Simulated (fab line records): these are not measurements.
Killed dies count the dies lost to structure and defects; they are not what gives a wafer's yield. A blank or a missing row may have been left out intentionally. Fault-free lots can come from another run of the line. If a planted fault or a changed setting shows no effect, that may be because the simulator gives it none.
fab line records	flow n5Finfet
[record] lots = 9	wafers = 25	lastDay = 20
route steps=1938 shown GATE_CUT@470 BEOL_M4@1111
lots untouched by any fault: they come from a run of this same line in which no faults occurred
startH: start of the lot's first displayed wafer, in hours after the record's first day	waitH: hours elapsed since this lot's preceding step	" identical to the entry in the row above	L1.1+2: a row that stands for several wafers	- no value, or no start was given	* or withheld: withheld	< > ~ a bound
route shown NAME@n: names a module that has steps shown in the file, with the first one's number in the route	usual: average and standard deviation across the fault-free wafers	same: alike in all rows	chamber/n: place in a boat	sites: per-site readings	_std_site: the standard deviation of these	_edge_site: the outer-site mean with the inner-site mean subtracted	radiusMm: how far each site lies from the wafer's centre	mask NAME#n: copy n	behind: the most recent tool/chamber to have shaped the wafer	hold: the reason the lot was held/the length of the hold in hours/how it ended	device: the transistor (n, p or np) that didn't switch	end of line: tests of these same wafers at the route's end	step lacking rows: just its recipe	killed: not the wafer's yield, but the dies lost to structure and defects at the first sort	map: per-die view of a wafer (x killed, . not killed, _ where there is no die)
set.NAME: the setting as run; set.NAME@STEP: as run at that earlier step	model.NAME: the simulator's own value behind a step, which no gauge read
steps of the route over a sample of lots; a table a step, a row a wafer
services: the hour from which a tool's chamber was out of use, counted from the record's first day as startH (under 0 if before that day), plus the number of hours and why
[[steps]]
[step N5_GATE_CUT_STRIP_59]
[recipe] chemistry = N2/H2	timeS = 20	powerW = 100	tempC = 40	pressureMtorr = 100	rfFrequencyHz = 6e+07	biasPowerW = 3	n2FlowSccm = 300	h2FlowSccm = 300
[usual] chamberPressureMTorr = 99.99/0.1	drypumpMotorCurrentA = 5.6/0.46	h2FlowSccm = 299.8/0.8	oesProductAu = 0.78/0.095	rfVppV = 45.3/0.95	showerheadPlenumPTorr = 3.36/0.12	throttleValvePct = 12.26/0.3
lot.wafer	tool	chamber	startH	waitH	chamberPressureMTorr	drypumpMotorCurrentA	h2FlowSccm	oesProductAu	rfHoursCounterH	rfVppV	showerheadPlenumPTorr	throttleValvePct
L842.3	rieDiel-03	2	111.70	0.1	99.87	5.3	300.4	0.72	216	46.5	3.21	12.48
L842.5	"	0	"	"	99.94	4.8	300.7	0.88	-	46.1	3.31	11.82
L843.3	rieDiel-02	1	117.54	0.1	100.02	6.3	300.1	0.96	5	46.2	3.45	11.87
L843.5	"	3	"	"	100.10	5.8	299.5	0.81	-	44.1	3.29	12.38
L846.3	rieDiel-03	1	133.34	0.1	99.73	6.1	299.3	0.72	206	46.6	3.48	12.48
L846.4	"	2	"	"	99.87	5.4	300.4	0.71	224	44.8	3.20	12.49
L846.5	"	3	"	"	99.90	5.5	301.1	0.98	-	46.5	3.60	11.84
L852.2	rieDiel-06	0	171.41	0.1	99.99	5.2	300.2	0.96	8	46.4	3.31	11.82
L852.3	"	1	"	"	100.14	5.6	298.3	0.70	211	45.5	3.48	12.65
L852.5	"	3	"	"	99.95	5.4	299.5	0.70	-	44.6	3.36	12.49
L853.2	rieDiel-03	3	175.00	0.1	99.97	5.5	299.6	0.93	12	44.9	3.60	11.88
L853.3	"	0	"	"	99.83	4.8	300.0	0.85	40	46.2	3.30	11.86
L853.6	"	0	"	"	99.97	4.8	299.4	0.85	-	44.8	3.30	11.86
L855.1	rieDiel-02	3	187.33	0.1	100.03	5.8	301.2	0.79	91	45.7	3.28	12.41
L855.2	"	0	"	"	100.17	5.7	299.5	0.92	20	45.1	3.31	11.91
L855.6	"	2	"	"	100.02	6.1	299.3	0.73	-	46.4	3.49	12.26
L856.3	rieDiel-06	0	203.36	0.1	100.05	5.2	299.5	0.92	16	45.5	3.31	11.84
L856.4	"	2	"	"	99.98	6.4	300.0	0.73	167	46.0	3.23	12.09
L856.5	"	2	"	"	100.14	6.5	300.2	0.74	-	44.5	3.23	12.09
L857.1	rieDiel-03	3	212.89	0.1	100.23	5.5	298.3	0.92	22	47.5	3.59	11.88
L857.2	"	0	"	"	99.97	4.7	300.4	0.84	50	43.5	3.30	11.89
L857.3	"	2	"	"	99.88	5.4	300.3	0.70	246	44.6	3.19	12.53
L859.2	rieDiel-02	2	223.63	0.1	100.01	6.0	299.3	0.72	174	44.8	3.49	12.27
L859.3	"	0	"	"	100.03	5.7	299.9	0.89	31	45.1	3.30	11.94
L859.6	"	2	"	"	100.18	6.0	300.0	0.74	-	45.4	3.49	12.28
[step N5_GATE_CUT_CD_MEAS_13]
[recipe] targetCdNm = 20	landingEnergyEv = 500	detector = seInlens
[usual] cdNm = 19.98/0.23
[same] landingEnergyEv = 500
lot.wafer	tool	chamber	startH	waitH	cdNm
L842.3	cdSem-03	0	114.99	-	20.09
L842.5	"	0	"	"	20.19
L843.3	cdSem-03	0	120.95	-	20.16
L843.5	"	0	"	"	19.85
L846.3	cdSem-03	0	137.65	-	19.85
L846.4	"	0	"	"	19.84
L846.5	"	0	"	"	20.00
L852.2	cdSem-01	0	174.70	-	20.04
L852.3	"	0	"	"	19.84
L852.5	"	0	"	"	20.21
L853.2	cdSem-03	0	178.21	-	20.25
L853.3	"	0	"	"	19.96
L853.6	"	0	"	"	19.81
L855.1	cdSem-01	0	190.49	-	19.54
L855.2	"	0	"	"	19.68
L855.6	"	0	"	"	19.80
L856.3	cdSem-03	0	206.53	-	20.07
L856.4	"	0	"	"	20.34
L856.5	"	0	"	"	20.04
L857.1	cdSem-03	0	216.17	-	20.31
L857.2	"	0	"	"	19.99
L857.3	"	0	"	"	20.08
L859.2	cdSem-03	0	226.80	-	19.79
L859.3	"	0	"	"	19.99
L859.6	"	0	"	"	20.12
[step N5_GATE_CUT_ETCH_36]
[recipe] chemistry = CF4	target = SiARC	targetDepthA = 130	maskMaterial = CAR-EUV	timeS = 21.7	ionEnergyEv = 80	pressureMtorr = 40	sourceW = 545	biasW = 36	Ar_flow_sccm = 100	cf4FlowSccm = 100	ends = cleared
[usual] chamberPressureMTorr = 40.00/0.036	drypumpMotorCurrentA = 5.5/0.49	etchRfOnTimeS = 21.8/0.41	oesProductAu = 0.67/0.076	rfVppV = 184.0/1.3	showerheadPlenumPTorr = 2.13/0.075	throttleValvePct = 15.65/0.24
lot.wafer	tool	chamber	startH	waitH	chamberPressureMTorr	drypumpMotorCurrentA	etchRfOnTimeS	oesProductAu	rfHoursCounterH	rfVppV	showerheadPlenumPTorr	throttleValvePct
L842.3	rieDiel-03	2	115.50	0.0	40.00	5.3	34.6	0.49	218	182.4	2.03	15.81
L842.5	"	1	"	"	40.05	6.0	21.7	0.62	-	185.2	2.21	15.70
L843.3	rieDiel-03	1	121.13	0.0	39.97	6.0	33.6	0.50	202	183.5	2.21	15.71
L843.5	"	1	"	"	39.99	6.0	21.7	0.62	-	184.0	2.21	15.71
L846.3	rieDiel-02	1	137.98	0.0	40.05	6.3	22.0	0.79	12	186.5	2.19	15.29
L846.4	"	0	"	"	40.00	5.6	21.5	0.83	7	185.4	2.10	15.37
L846.5	"	3	"	"	39.95	5.8	21.5	0.69	-	183.4	2.09	15.91
L852.2	rieDiel-03	3	175.11	0.0	39.97	5.5	22.0	0.79	12	185.0	2.27	15.33
L852.3	"	2	"	"	40.01	5.3	22.4	0.59	235	183.3	2.02	15.85
L852.5	"	2	"	"	39.98	5.3	22.2	0.60	-	181.4	2.02	15.84
L853.2	rieDiel-03	0	178.38	0.0	39.97	4.8	22.3	0.71	41	183.9	2.10	15.41
L853.3	"	2	"	"	39.94	5.3	22.5	0.60	236	182.2	2.02	15.84
L853.6	"	2	"	"	40.00	5.3	22.6	0.60	-	183.8	2.02	15.85
L855.1	rieDiel-03	3	190.66	0.0	40.00	5.5	22.1	0.78	17	185.4	2.27	15.35
L855.2	"	1	"	"	39.99	6.1	21.5	0.61	221	184.7	2.20	15.73
L855.6	"	1	"	"	40.04	6.0	21.3	0.62	-	184.8	2.20	15.74
L856.3	rieDiel-02	1	206.70	0.0	40.00	6.3	21.7	0.76	31	185.5	2.18	15.33
L856.4	"	0	"	"	39.96	5.7	21.5	0.79	24	183.6	2.10	15.42
L856.5	"	3	"	"	39.94	5.8	21.7	0.67	-	184.6	2.08	15.95
L857.1	rieDiel-03	2	216.35	0.0	39.95	5.3	22.2	0.59	246	182.5	2.02	15.87
L857.2	"	3	"	"	39.97	5.5	21.7	0.77	23	185.7	2.27	15.36
L857.3	"	1	"	"	39.96	6.0	21.3	0.62	228	183.3	2.20	15.75
L859.2	rieDiel-03	0	226.98	0.0	40.00	4.8	22.0	0.70	54	185.4	2.10	15.43
L859.3	"	3	"	"	40.01	5.5	21.8	0.77	27	185.2	2.27	15.38
L859.6	"	0	"	"	39.98	4.7	22.1	0.70	-	182.4	2.10	15.44
[step N5_GATE_CUT_ETCH_19]
[recipe] chemistry = CH3F/O2	target = SiNx	maskMaterial = SiO2	targetDepthA = 537	timeS = 76.7	pressureMtorr = 30	sourceW = 395	biasW = 73	Ar_flow_sccm = 150	CH3F_flow_sccm = 30	O2_flow_sccm = 20	ionEnergyEv = 120	ends = cleared
[usual] chamberPressureMTorr = 30.004/0.029	drypumpMotorCurrentA = 5.5/0.48	etchRfOnTimeS = 77.3/0.96	oesProductAu = 0.67/0.076	rfVppV = 297.1/2.6	showerheadPlenumPTorr = 1.99/0.073	throttleValvePct = 16.39/0.23
lot.wafer	tool	chamber	startH	waitH	chamberPressureMTorr	drypumpMotorCurrentA	etchRfOnTimeS	oesProductAu	rfHoursCounterH	rfVppV	showerheadPlenumPTorr	throttleValvePct
L842.3	rieDiel-03	2	115.73	0.0	29.944	5.3	78.6	0.61	219	296.8	1.89	16.54
L842.5	"	1	"	"	29.966	6.1	77.0	0.62	-	300.0	2.07	16.47
L843.3	rieDiel-03	1	121.36	0.0	30.023	6.0	75.6	0.62	202	299.5	2.07	16.47
L843.5	"	1	"	"	29.972	6.0	75.3	0.63	-	299.3	2.07	16.45
L846.3	rieDiel-02	1	138.21	0.0	30.019	6.4	76.7	0.78	12	295.7	2.05	16.07
L846.4	"	0	"	"	30.002	5.7	76.6	0.82	7	292.8	1.97	16.15
L846.5	"	3	"	"	30.014	5.8	77.3	0.67	-	294.3	1.94	16.64
L852.2	rieDiel-03	3	175.34	0.0	30.021	5.5	78.4	0.79	12	302.3	2.12	16.08
L852.3	"	2	"	"	29.995	5.3	80.1	0.59	235	295.1	1.89	16.58
L852.5	"	2	"	"	29.998	5.3	79.8	0.59	-	295.8	1.89	16.56
L853.2	rieDiel-03	0	178.61	0.0	30.036	4.7	78.4	0.72	41	296.5	1.96	16.14
L853.3	"	2	"	"	29.958	5.3	78.8	0.60	236	295.0	1.89	16.58
L853.6	"	2	"	"	30.050	5.3	78.9	0.60	-	297.2	1.89	16.57
L855.1	rieDiel-03	3	190.89	0.0	29.974	5.5	77.4	0.78	17	299.8	2.12	16.08
L855.2	"	1	"	"	29.944	6.0	75.9	0.62	221	299.8	2.06	16.49
L855.6	"	1	"	"	30.033	6.0	76.0	0.61	-	301.8	2.06	16.50
L856.3	rieDiel-02	1	206.94	0.0	29.963	6.4	77.5	0.76	31	294.5	2.05	16.10
L856.4	"	0	"	"	29.986	5.6	76.3	0.79	25	293.9	1.96	16.20
L856.5	"	3	"	"	29.982	5.8	76.7	0.68	-	292.5	1.94	16.68
L857.1	rieDiel-03	2	216.58	0.0	29.987	5.3	78.6	0.59	246	294.4	1.88	16.59
L857.2	"	3	"	"	30.021	5.5	77.6	0.77	23	300.6	2.12	16.11
L857.3	"	1	"	"	29.959	6.0	76.8	0.60	228	301.1	2.06	16.51
L859.2	rieDiel-03	0	227.21	0.0	30.009	4.7	78.4	0.70	55	295.5	1.96	16.16
L859.3	"	3	"	"	30.031	5.5	78.1	0.76	27	300.9	2.12	16.10
L859.6	"	0	"	"	30.009	4.7	78.1	0.70	-	295.7	1.96	16.15
[step N5_BEOL_M4_RC_MEAS_101]
[usual] DIBL_N = 36.6/1.3	DIBL_P = 36.4/1.4	IOFF_N = 0.167/0.023	IOFF_P = 0.219/0.029	ION_N = 678/8.7	ION_P = 464/6.4	SS_N = 71.5/0.53	SS_P = 73.4/0.57	VT_N = 248.5/2.8	VT_P = -249/3.1
lot.wafer	tool	chamber	startH	waitH	DIBL_N[mV/V]	DIBL_P[mV/V]	IOFF_N[nA/um]	IOFF_P[nA/um]	ION_N[uA/um]	ION_P[uA/um]	SS_N[mV/dec]	SS_P[mV/dec]	VT_N[mV]	VT_P[mV]
L842.3	prober-02	0	201.39	0.3	35.1	33.8	0.132	0.219	673	475	71.4	72.5	253.4	-249
L842.5	"	0	"	"	36.7	35.5	0.164	0.256	675	476	73.2	72.3	249.6	-245
L843.3	prober-02	0	226.83	0.3	37.6	36.8	0.175	0.219	681	464	72.0	72.9	247.0	-248
L843.5	"	0	"	"	38.4	37.3	0.176	0.224	684	466	72.6	73.1	248.2	-246
L852.2	prober-02	0	296.83	0.2	37.3	36.1	0.187	0.241	675	464	72.4	73.5	248.6	-245
L852.3	"	0	"	"	38.8	38.8	0.219	0.290	681	468	72.3	75.0	245.4	-244
L852.5	"	0	"	"	37.2	35.9	0.182	0.238	669	459	72.7	73.2	246.7	-246
L846.3	prober-01	0	300.31	0.3	35.0	35.7	0.166	0.218	672	460	71.2	72.8	247.8	-251
L846.4	"	0	"	"	37.5	38.7	0.216	0.273	671	466	71.8	73.4	248.1	-248
L846.5	"	0	"	"	36.5	37.6	0.195	0.262	671	469	71.5	74.1	247.5	-249
L853.2	prober-01	0	317.16	0.2	36.7	35.2	0.151	0.167	675	448	72.3	73.0	250.5	-255
L853.3	"	0	"	"	36.8	37.2	0.157	0.193	674	460	71.7	73.3	248.2	-254
L853.6	"	0	"	"	35.3	35.2	0.133	0.169	665	453	71.6	72.5	251.8	-252
L856.3	prober-01	0	330.29	0.3	36.4	36.8	0.165	0.212	667	458	71.5	73.0	246.2	-250
L856.4	"	0	"	"	37.5	38.0	0.173	0.237	670	463	71.5	73.5	247.3	-248
L856.5	"	0	"	"	37.3	37.8	0.172	0.228	668	461	71.3	73.2	247.1	-251
L855.1	prober-02	0	332.15	0.0	35.9	35.4	0.156	0.219	675	464	70.9	73.2	246.8	-250
L855.2	"	0	"	"	35.2	35.2	0.148	0.225	681	472	70.5	73.5	249.7	-248
L855.6	"	0	"	"	36.6	36.0	0.169	0.230	681	466	70.9	73.4	246.5	-248
L857.1	prober-01	0	334.52	0.0	39.3	37.6	0.193	0.207	689	461	71.7	74.3	245.8	-252
L857.2	"	0	"	"	37.9	37.0	0.165	0.200	679	466	71.7	73.7	249.2	-253
L857.3	"	0	"	"	37.2	36.2	0.149	0.180	672	456	71.6	73.5	252.1	-255
L859.2	prober-01	0	358.47	0.2	38.3	39.0	0.231	0.281	704	477	71.8	74.7	242.5	-245
L859.3	"	0	"	"	37.2	36.4	0.193	0.235	689	468	71.3	74.4	245.3	-249
L859.6	"	0	"	"	37.2	36.5	0.188	0.234	690	468	71.6	73.3	245.2	-250
[[services]]
tool	chamber	startH	hours	kind
rieDiel-03	1	92.93	14.9	repair
rieDiel-02	0	102.04	-	clean
rieDiel-02	0	102.04	-	consumableReplace:focusRing
rieDiel-02	0	102.04	16.1	scheduledDown
rieDiel-02	0	102.04	16.1	ventCycle
rieDiel-03	3	108.35	-	clean
rieDiel-03	3	108.35	-	consumableReplace:focusRing
rieDiel-03	3	108.35	-	consumableReplace:showerhead
rieDiel-03	3	108.35	18.4	scheduledDown
rieDiel-03	3	108.35	18.4	ventCycle
rieDiel-06	0	120.08	-	clean
rieDiel-06	0	120.08	-	consumableReplace:focusRing
rieDiel-06	2	125.76	11.1	repair
rieDiel-03	1	145.19	1.6	repair
rieDiel-06	-	158.33	2.8	pm
rieDiel-06	2	163.27	9.2	repair
rieDiel-03	-	177.21	0.8	repair
rieDiel-02	2	214.00	6.4	repair
rieDiel-02	1	219.30	40.8	repair
rieDiel-03	2	225.34	-	clean
rieDiel-03	2	225.34	-	consumableReplace:focusRing
rieDiel-03	2	225.34	-	consumableReplace:showerhead
rieDiel-03	2	225.34	18.0	scheduledDown
rieDiel-03	2	225.34	18.0	ventCycle
[[key]]
[firstSign] step = N5_GATE_CUT_ETCH_36	reading = etchRfOnTimeS	direction = up	sigmas = 30	usual = *	struck = *
effect none on later readings
metAt N5_GATE_CUT_ETCH_36
struckLots L842,L843
struckWafers L842.3,L843.3
notActingAt N5_GATE_CUT_STRIP_59,N5_GATE_CUT_CD_MEAS_13,N5_GATE_CUT_ETCH_19
[fault] kind = processParameterDrift	tool = rieDiel-03	chamber = -	onsetH = 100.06	steps = N5_GATE_CUT_ETCH_36	channel = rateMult	offset = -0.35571	shape = step	endH = 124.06	scope = struckWafersOnly
